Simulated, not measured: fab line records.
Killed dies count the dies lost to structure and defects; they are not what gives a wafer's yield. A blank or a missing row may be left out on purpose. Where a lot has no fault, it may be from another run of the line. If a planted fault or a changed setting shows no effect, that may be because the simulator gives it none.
Lot-split experiment ; flow n5 finfet ; on a route of 1938 steps: 7 lots, 21 wafers read

ON THE SPLIT
At N5_BEOL_M0_CUTY_COAT_51 (resist thk 150 nm), the setting spin rpm was moved away from the recipe's 1500 rpm on 8 of the 21 wafers read, by -9.5% to +4.3%. The other wafers ran this setting at the recipe's value.

FROM THE SPLIT TO THE READING: what the file shows between them, 5 steps
- N5_BEOL_M0_CUTY_EBR_52
- N5_BEOL_M0_CUTY_SOFTBAKE_53: time 60 s
- N5_BEOL_M0_CUTY_EXPOSE_54: exposes mask M0 ABLK
- N5_BEOL_M0_CUTY_PEB_55: peb time 60 s
- N5_BEOL_M0_CUTY_DEVELOP_56: develop time 30 s

THE READING
CAR-ArF-block_of_BEOL_M0_CUTY_COAT_51.thk nm (the simulator's own value, which no gauge read), in nm, at N5_BEOL_M0_CUTY_DESCUM_61 (chemistry O2, time 7.9 s). The file does not state a usual value for it. Average 143.5 nm, standard deviation 0.49 nm, over the 13 wafers here run with the recipe.

wafer;tool, chamber at the split;spin rpm as run, rpm;against the recipe;CAR-ArF-block_of_BEOL_M0_CUTY_COAT_51.thk nm, nm;against lot-mates on the recipe
L077.2;litho track-05, 0;1500;recipe;144.2;-
L077.3;litho track-05, 0;1565;+4.3%;140.6;-3.6
L077.4;litho track-05, 0;1565;+4.3%;140.2;-4.0
L078.2;litho track-03, 0;1500;recipe;143.4;-
L078.5;litho track-03, 0;1500;recipe;143;-
L078.6;litho track-03, 0;1435;-4.3%;146.2;+3.0
L082.1;litho track-05, 0;1500;recipe;143.8;-
L082.2;litho track-05, 0;1500;recipe;143.6;-
L082.5;litho track-05, 0;1431;-4.6%;147.8;+4.1
L088.1;litho track-03, 0;1500;recipe;143.2;-
L088.3;litho track-03, 0;1500;recipe;143.2;-
L088.4;litho track-03, 0;1500;recipe;142.6;-
L089.2;litho track-05, 0;1500;recipe;144.6;-
L089.3;litho track-05, 0;1406;-6.3%;149.2;+4.6
L089.4;litho track-05, 0;1406;-6.3%;149;+4.4
L094.1;litho track-04, 0;1357;-9.5%;150.8;+7.4
L094.2;litho track-04, 0;1500;recipe;143.4;-
L094.3;litho track-04, 0;1357;-9.5%;151;+7.6
L096.1;litho track-05, 0;1500;recipe;143.4;-
L096.3;litho track-05, 0;1500;recipe;143.4;-
L096.2;litho track-05, 0;1500;recipe;143.2;-

FIT RESULTS
A straight line over all 21 wafers: CAR-ArF-block_of_BEOL_M0_CUTY_COAT_51.thk nm changes by -0.794 nm for each +1% of spin rpm; r = -0.99; the points scatter about the line by 0.53 nm.
The same after taking each lot's own level away (the mean of its wafers on the recipe; 21 wafers): -0.79 nm for each +1%; r = -1.00; scatter 0.28 nm.
On that fit, the largest move of spin rpm shifts the reading by 7.5 nm.
From 143.00 to 144.60 nm: that is the span of the lots' own levels, equal to 3.2 times the standard deviation above.
Hence the lot-to-lot level has little effect on the slope; both slopes agree.
Check: for one of the wafers moved furthest among these (-9.5%), held out of the fit, the line's prediction against its lot-mates is +7.47 nm. Against them it came out at +7.4 nm.

THE WHOLE CHAIN: every reading that the file lists as answering this split, in the file's order
step;what it does;reading;change (the file's fit);r (the file's)
N5_BEOL_M0_CUTY_COAT_51;resist thk 150 nm;CAR-ArF-block_of_BEOL_M0_CUTY_COAT_51.thk nm (the simulator's own value, which no gauge read);-0.786 nm for each +1% of the setting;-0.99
N5_BEOL_M0_CUTY_DEVELOP_56;develop time 30 s;CAR-ArF-block_of_BEOL_M0_CUTY_COAT_51.thk nm (the simulator's own value, which no gauge read);-0.772 nm for each +1% of the setting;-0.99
N5_BEOL_M0_CUTY_DESCUM_61;chemistry O2, time 7.9 s;CAR-ArF-block_of_BEOL_M0_CUTY_COAT_51.thk nm (the simulator's own value, which no gauge read);-0.784 nm for each +1% of the setting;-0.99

THE FILE'S OWN FIT
CAR-ArF-block_of_BEOL_M0_CUTY_COAT_51.thk nm changes by -0.784 nm for each +1% of spin rpm, r = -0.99.
